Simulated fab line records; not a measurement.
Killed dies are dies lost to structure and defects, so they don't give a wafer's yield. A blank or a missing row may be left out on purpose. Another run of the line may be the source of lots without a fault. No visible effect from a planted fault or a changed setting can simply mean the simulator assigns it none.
Chamber matching || flow n5 finfet || N5_BEOL_M2_ALD_84 on ald metal-02: 4 sister chambers
The step deposits TaN, pulse time 2 s, purge time 3 s, co reactant purge time 2 s. 4 wafers are shown with their chamber, then 7 later ones without.

== EACH WAFER AND ITS CHAMBER ==
{"wafer": "L077.5", "chamber": 3, "heater power w (W)": 426}
{"wafer": "L081.2", "chamber": 2, "heater power w (W)": 413}
{"wafer": "L081.5", "chamber": 0, "heater power w (W)": 393}
{"wafer": "L084.4", "chamber": 1, "heater power w (W)": 458}

== WAFERS WITHOUT THEIR CHAMBER ==
{"wafer": "L084.6", "heater power w (W)": 415}
{"wafer": "L087.3", "heater power w (W)": 389}
{"wafer": "L087.4", "heater power w (W)": 394}
{"wafer": "L087.5", "heater power w (W)": 416}
{"wafer": "L096.1", "heater power w (W)": 420}
{"wafer": "L096.2", "heater power w (W)": 380}
{"wafer": "L096.4", "heater power w (W)": 417}

== CHAMBER TAKEN BY EACH ==
{"wafer": "L084.6", "from the rows above": "can't be placed: 2 or 3", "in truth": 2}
{"wafer": "L087.3", "from the rows above": 0, "in truth": 0}
{"wafer": "L087.4", "from the rows above": 0, "in truth": 0}
{"wafer": "L087.5", "from the rows above": "can't be placed: 2 or 3", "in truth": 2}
{"wafer": "L096.1", "from the rows above": "can't be placed: 3 or 2", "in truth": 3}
{"wafer": "L096.2", "from the rows above": 0, "in truth": 0}
{"wafer": "L096.4", "from the rows above": "can't be placed: 2 or 3", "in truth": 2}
3 of 7 placed correctly. Can't be placed from these rows: 4 (the true chamber is among the candidates in 4). Number placed wrongly: 0.
How it was worked out, from the rows above alone: a wafer's distance from a chamber is the root of the sum, over the readings, of the square of ((its reading less the chamber's mean) divided by the reading's scatter). If the next closest chamber is less than 2 further off than the closest, the wafer can't be placed; otherwise it belongs to the closest. A chamber's mean is the mean of its shown wafers. The scatter: root of mean squared gap, hidden wafer to nearest shown wafer, with one shown wafer a chamber.
